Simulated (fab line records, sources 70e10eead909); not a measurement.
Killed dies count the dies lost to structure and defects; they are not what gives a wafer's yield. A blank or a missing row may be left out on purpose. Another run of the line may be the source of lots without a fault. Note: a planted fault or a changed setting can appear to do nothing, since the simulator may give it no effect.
A struck lot beside a sound one -- flow nandHarc -- 42 steps out of a route of 1159
Sound: these wafers, L380.2, L380.5, L380.6. The struck wafers were L376.1, L376.4, L376.5. At the end, the cause is stated.
Per side, at each step with rows, come the tool, then ch with its chambers, and then its first start. Under that, the readings that differ: sound wafers -- struck wafers -- difference of the means -- sigmas: that difference in standard deviations of wafers without a fault.
alike: same words and numbers on both sides, and readings whose means sit less than 2 such deviations apart. not compared: any withheld reading, any reading some wafer has no value for, any bound like >300 that may hide the same value, and any number with overlapping values for which the record gives no deviation.
Wherever a step has rows on one side only, a row that says differs or no value, or a row with sigmas, the two part there. When numbers do not overlap yet have no deviation, they are printed without sigmas and do not part them. A reading missing from all wafers of one side parts the sides only when that side holds two or more wafers.

first, 3 steps without rows for these wafers: NHARC_A_CONTACT_ETCH_50 (etches the open film in CF4/CHF3, target depth 84.7 nm, time 42.4 s); NHARC_A_CONTACT_ETCH_51 (etches the open film in O2/COS, target depth 3600 nm, time 936 s); NHARC_A_CONTACT_ETCH_111 (etches the open film in C4F8/O2/Ar, time 140 s, target depth 700 nm).
NHARC_A_CONTACT_ETCH_112: etches the open film in C4F8/O2/Ar, time 94 s, target depth 922 nm.
  sound on harCapEtch-03 ch 0,1, day 20 08:00; struck on harCapEtch-02 ch 0,1, day 19 06:47
  alike: oesAirLineAu
  not compared: rfHoursCounterH
NHARC_A_CONTACT_ETCH_113: etches the open film in C4F8/O2/Ar, time 94 s, target depth 922 nm.
  sound on harCapEtch-03 ch 0,1, day 20 08:05; struck on harCapEtch-02 ch 0,1, day 19 06:54
  alike: oesAirLineAu
  not compared: rfHoursCounterH
then, 7 steps without rows for these wafers: NHARC_A_CONTACT_ETCH_114 (etches the open film in C4F8/O2/Ar, time 94 s, target depth 922 nm); NHARC_A_CONTACT_ETCH_115 (etches the open film in C4F8/O2/Ar, time 94 s, target depth 922 nm); NHARC_A_CONTACT_ETCH_116 (etches the open film in C4F8/O2/Ar, time 94 s, target depth 922 nm); NHARC_A_CONTACT_ETCH_117 (etches the open film in C4F8/O2/Ar, time 94 s, target depth 922 nm); NHARC_A_CONTACT_ETCH_118 (etches the open film in C4F8/O2/Ar, time 94 s, target depth 922 nm); NHARC_A_CONTACT_ETCH_119 (etches the open film in C4F8/O2/Ar, time 94 s, target depth 922 nm); NHARC_A_CONTACT_ETCH_120 (etches the open film in C4F8/O2/Ar, time 94 s, target depth 922 nm).
NHARC_A_CONTACT_ETCH_121: etches the open film in C4F8/O2/Ar, time 94 s, target depth 922 nm.
  sound on harCapEtch-03 ch 0,1, day 20 08:49; struck on harCapEtch-02 ch 0,1, day 19 07:37
  alike: oesAirLineAu
  not compared: rfHoursCounterH
then, 2 steps without rows for these wafers: NHARC_A_CONTACT_ETCH_122 (etches the open film in C4F8/O2/Ar, time 95 s, target depth 930 nm); NHARC_A_CONTACT_ETCH_123 (etches the open film in C4F8/O2/Ar, time 253 s, target depth 1090 nm).
NHARC_A_CONTACT_ETCH_90: etches the open film in CH3F/O2, target depth 40 nm, time 85.7 s.
  sound on rieDiel-11 ch 0,1, day 20 09:36; struck on rieDiel-12 ch 1,2, day 19 08:25
  alike: biasW, drypumpMotorCurrentA, oesProductAu, rfVppV, showerheadPlenumPTorr, throttleValvePct
  not compared: rfHoursCounterH
then, 1 step without rows for these wafers: NHARC_A_CONTACT_ETCH_96 (etches the open film in C4F6/O2, target depth 20 nm, time 10 s).
NHARC_A_CONTACT_CD_MEAS_53:
  sound: cdSem-02 at day 20 09:49; struck: cdSem-03 at day 19 08:37
  alike: cdNm
then, 4 steps without rows for these wafers: NHARC_A_CONTACT_STRIP_99 (strips in N2/H2); NHARC_A_CONTACT_STRIP_100 (strips in CF4/CHF3); NHARC_A_CONTACT_STRIP_101 (strips in O2/COS); NHARC_A_CONTACT_ETCH_102 (etches the open film in CF4/O2, target depth 70 nm, overetch 7 nm, time 38.5 s).
NHARC_A_CONTACT_STRIP_55: strips in O2.
  sound on rieDiel-11 ch 1,2,3; struck on rieDiel-13 ch 1,2,3
  alike: drypumpMotorCurrentA, oesProductAu, rfVppV, showerheadPlenumPTorr, throttleValvePct
  not compared: rfHoursCounterH
then, 2 steps without rows for these wafers: NHARC_A_CONTACT_STRIP_56 (strips in post etch residue remover, time 600 s); NHARC_A_CONTACT_DEP_57 (deposits aC, target thk 2800 nm).
NHARC_A_CONTACT_DEP_58: deposits SiON, target thk 60 nm.
  sound on pecvd-04 ch 0,1,2, day 20 14:56; struck on pecvd-03 ch 0,2, day 19 11:32
  alike: chamberPressureTorr, heaterPowerW
  not compared: sinceWetCleanH
then, 10 steps without rows for these wafers: NHARC_A_CONTACT_DEHYDRATE_59 (time 120 s); NHARC_A_CONTACT_HMDS_60 (time 30 s); NHARC_A_CONTACT_COAT_61 (time 75 s); NHARC_A_CONTACT_COAT_62 (time 65 s); NHARC_A_CONTACT_COAT_63 (resist thk 90 nm); NHARC_A_CONTACT_SOFTBAKE_64 (time 55 s); NHARC_A_CONTACT_EBR_65; NHARC_A_CONTACT_EXPOSE_66 (exposes mask A CC 2); NHARC_A_CONTACT_PEB_67 (peb time 65 s); NHARC_A_CONTACT_DEVELOP_68 (develop time 35 s).
NHARC_A_CONTACT_CD_MEAS_69 targets a cd of 200 nm.
  sound on cdSem-02 ch 0, day 20 15:40; struck on cdSem-01 ch 0, day 19 12:13
  alike: cdNm
NHARC_A_CONTACT_OVL_MEAS_70:
  sound: overlay-01 at day 20 15:45; struck: overlay-02 at day 19 12:19
  alike: overlayXNm, overlayYNm
then, 3 steps without rows for these wafers: NHARC_A_CONTACT_DESCUM_74 (chemistry O2, time 3 s); NHARC_A_CONTACT_ETCH_75 (etches the open film in CF4, target depth 39 nm, time 65 s); NHARC_A_CONTACT_ETCH_76 (etches the open film in N2/H2, target depth 260 nm, time 475.3 s).
-- jump in the record: it breaks off in module A_CONTACT and resumes in module END (first step shown: number 1159 of the route), and 3 days separate the struck wafers' starts before and after --
NHARC_END_SORT_01:
  only the struck wafers appear in the record here, on prober-02 ch 0 at day 22 03:38; the sound ones have no rows

## WHERE THEY PART
At NHARC_END_SORT_01 and nowhere else, as far as this record goes.

WHY: whatever the simulator had introduced
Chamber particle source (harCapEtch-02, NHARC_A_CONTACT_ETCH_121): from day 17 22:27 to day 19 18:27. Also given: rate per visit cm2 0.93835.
